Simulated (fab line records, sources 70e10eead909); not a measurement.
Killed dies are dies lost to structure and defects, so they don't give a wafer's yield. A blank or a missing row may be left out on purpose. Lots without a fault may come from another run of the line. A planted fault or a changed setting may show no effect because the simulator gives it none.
A struck lot beside a sound one | flow nand_harc | 40 steps out of a route of 1159
Sound: wafers L984.2, L984.3, L984.4. Struck: wafers L992.1, L992.3, L992.5. The cause comes at the end.
At each step with rows: each side's tool, then ch and its chambers, then its first start. Under that, the readings that differ: sound wafers | struck wafers | difference of the means | sigmas: that difference in standard deviations of wafers without a fault.
alike: readings whose means differ by less than 2 such deviations, and words and numbers that are the same on both sides. not compared: withheld readings, readings that some wafer has no value for, bounds like >300 that may hide the same value, and numbers for which the record gives no deviation and whose values overlap.
The two part at a step that has a row with sigmas, a row that says differs or no value, or rows on one side only. Numbers that don't overlap but have no deviation are shown without sigmas and don't part them. A reading that every wafer of one side lacks parts them only if that side has two wafers or more.

first, 7 steps without rows for these wafers: NHARC_A_STAIRCASE_SRD_154; NHARC_A_STAIRCASE_ETCH_403 (etches SiO2 in dHF, target depth 108.2 nm); NHARC_A_STAIRCASE_ETCHBACK_422 (etches the open film in CH3F/O2, target depth 40 nm, time 74.286 s); NHARC_A_STAIRCASE_ETCH_423 (etches SiO2 in dHF, target depth 30 nm); NHARC_A_STAIRCASE_ETCHBACK_157 (etches the open film in CH3F/O2, target depth 90 nm, time 167.14 s); NHARC_A_STAIRCASE_STRIP_475 (strips in O2, time 20 s); NHARC_A_STAIRCASE_DEP_471 (deposits SiO2, target thk 100 nm).
NHARC_A_STAIRCASE_CMP_472: polishes SiO2.
  sound on cmp-04 ch 1,2,3, day 13 02:16; struck on cmp-02 ch 0,1,2, day 16 04:24
  alike: motor_current_A
then, 1 step without rows for these wafers: NHARC_A_STAIRCASE_SRD_474.
NHARC_A_STAIRCASE_INSPECT_155:
  sound on defect_inspect-01, day 13 02:36; struck on defect_inspect-02, day 16 04:44
  alike: raw_defect_count
NHARC_A_SGD_CUT_DEP_00: deposits SiNx, target thk 50 nm.
  sound on pecvd-04 ch 1,2, day 13 02:43; struck on pecvd-04 ch 0,1, day 16 04:49
  alike: heater_power_w
then, 10 steps without rows for these wafers: NHARC_A_SGD_CUT_DEHYDRATE_01 (time 120 s); NHARC_A_SGD_CUT_HMDS_02 (time 30 s); NHARC_A_SGD_CUT_COAT_56 (time 75 s); NHARC_A_SGD_CUT_COAT_57 (time 65 s); NHARC_A_SGD_CUT_COAT_03 (resist thk 90 nm); NHARC_A_SGD_CUT_SOFTBAKE_04 (time 55 s); NHARC_A_SGD_CUT_EBR_05; NHARC_A_SGD_CUT_EXPOSE_06 (exposes mask SGD); NHARC_A_SGD_CUT_PEB_07 (peb time 65 s); NHARC_A_SGD_CUT_DEVELOP_08 (develop time 35 s).
NHARC_A_SGD_CUT_CD_MEAS_09: target cd 100 nm.
  sound on cd_sem-02 ch 0, day 13 03:25; struck on cd_sem-02 ch 0, day 16 05:24
  alike: cd_nm
NHARC_A_SGD_CUT_OVL_MEAS_10:
  sound on overlay-02, day 13 03:31; struck on overlay-02, day 16 05:29
  alike: overlay_x_nm, overlay_y_nm
NHARC_A_SGD_CUT_INSPECT_11:
  sound on defect_inspect-01, day 13 03:32; struck on defect_inspect-02, day 16 05:32
  alike: raw_defect_count
NHARC_A_SGD_CUT_DESCUM_14: chemistry O2, time 3 s.
  sound on rie_diel-05 ch 0,1,3, day 13 03:36; struck on rie_diel-06 ch 1,2,3, day 16 05:37
  reading               | sound             | struck            | difference | sigmas
  oes_product_au (a.u.) | 1.019 1.024 1.007 | 0.991 0.995 0.989 | -0.025     | -3
  alike: drypump_motor_current_A, rf_vpp_V, showerhead_plenum_p_Torr, throttle_valve_pct
  not compared: rf_hours_counter_h
NHARC_A_SGD_CUT_ETCH_58: etches the open film in CF4, target depth 39 nm, time 65 s.
  sound on rie_diel-05 ch 0,1,2, day 13 03:42; struck on rie_diel-06 ch 0,1,3, day 16 05:41
  alike: cf4_flow_sccm, drypump_motor_current_A, oes_product_au, rf_vpp_V, showerhead_plenum_p_Torr, throttle_valve_pct
  not compared: rf_hours_counter_h
NHARC_A_SGD_CUT_ETCH_59: etches the open film in N2/H2, target depth 260 nm, time 406.25 s.
  sound on rie_diel-05 ch 0,2,3; struck on rie_diel-06 ch 0,1,2
  reading               | sound             | struck            | difference | sigmas
  oes_product_au (a.u.) | 1.010 1.010 1.015 | 0.981 1.001 0.997 | -0.019     | -3
  alike: drypump_motor_current_A, rf_vpp_V, showerhead_plenum_p_Torr, throttle_valve_pct
  not compared: rf_hours_counter_h
then, 8 steps without rows for these wafers: NHARC_A_SGD_CUT_ETCH_15 (etches the open film in CH3F/O2, target depth 75 nm, time 64.3 s); NHARC_A_SGD_CUT_ETCH_16 (etches the open film in C4F8/O2/Ar, target depth 310.5 nm, time 155.2 s); NHARC_A_SGD_CUT_STRIP_60 (strips in C4F8/O2/Ar); NHARC_A_SGD_CUT_STRIP_17 (strips in O2); NHARC_A_SGD_CUT_PRECLEAN_18 (cleans in SC1); NHARC_A_SGD_CUT_SRD_19; NHARC_A_SGD_CUT_DEP_20 (deposits SiO2, target thk 150 nm); NHARC_A_SGD_CUT_ANNEAL_27 (time 1800 s).
NHARC_A_SGD_CUT_CMP_21: polishes, target thk 148.19 nm.
  sound on cmp-02 ch 0,1,2, day 13 08:53; struck on cmp-02 ch 1,3, day 16 09:19
  alike: motor_current_A, time_to_endpoint_s
then, 3 steps without rows for these wafers: NHARC_A_SGD_CUT_SRD_23; NHARC_A_SGD_CUT_ETCH_26 (etches SiO2 in dHF, target depth 45.8 nm); NHARC_A_SGD_CUT_ETCHBACK_24 (etches the open film in CH3F/O2, target depth 50 nm, time 92.857 s).
-- the record jumps here: 8 days lie between the struck wafers' starts before and after (it left off in module A_SGD_CUT and takes up again in module END, whose first step shown is number 1159 of the route) --
NHARC_END_SORT_01:
  sound on prober-02 ch 0, day 20 21:16; struck on prober-01 ch 0, day 24 12:38
  reading         | sound    | struck                                                                     | difference                   | sigmas
  hold            | - - -    | await_dispo/1.2h/release await_dispo/1.2h/release await_dispo/1.2h/release | no value on the sound wafers |
  killed_at_array | 23 15 20 | 672 676 676                                                                | +655                         | +60
  killed_dies     | 25 17 25 | 677 677 677                                                                | +655                         | +60
  alike: killed_at_other, killed_at_periphery, killed_open, killed_short

WHERE THEY PART
First at NHARC_A_SGD_CUT_DESCUM_14; last, within this record, at NHARC_END_SORT_01.

WHY: what the simulator had put in
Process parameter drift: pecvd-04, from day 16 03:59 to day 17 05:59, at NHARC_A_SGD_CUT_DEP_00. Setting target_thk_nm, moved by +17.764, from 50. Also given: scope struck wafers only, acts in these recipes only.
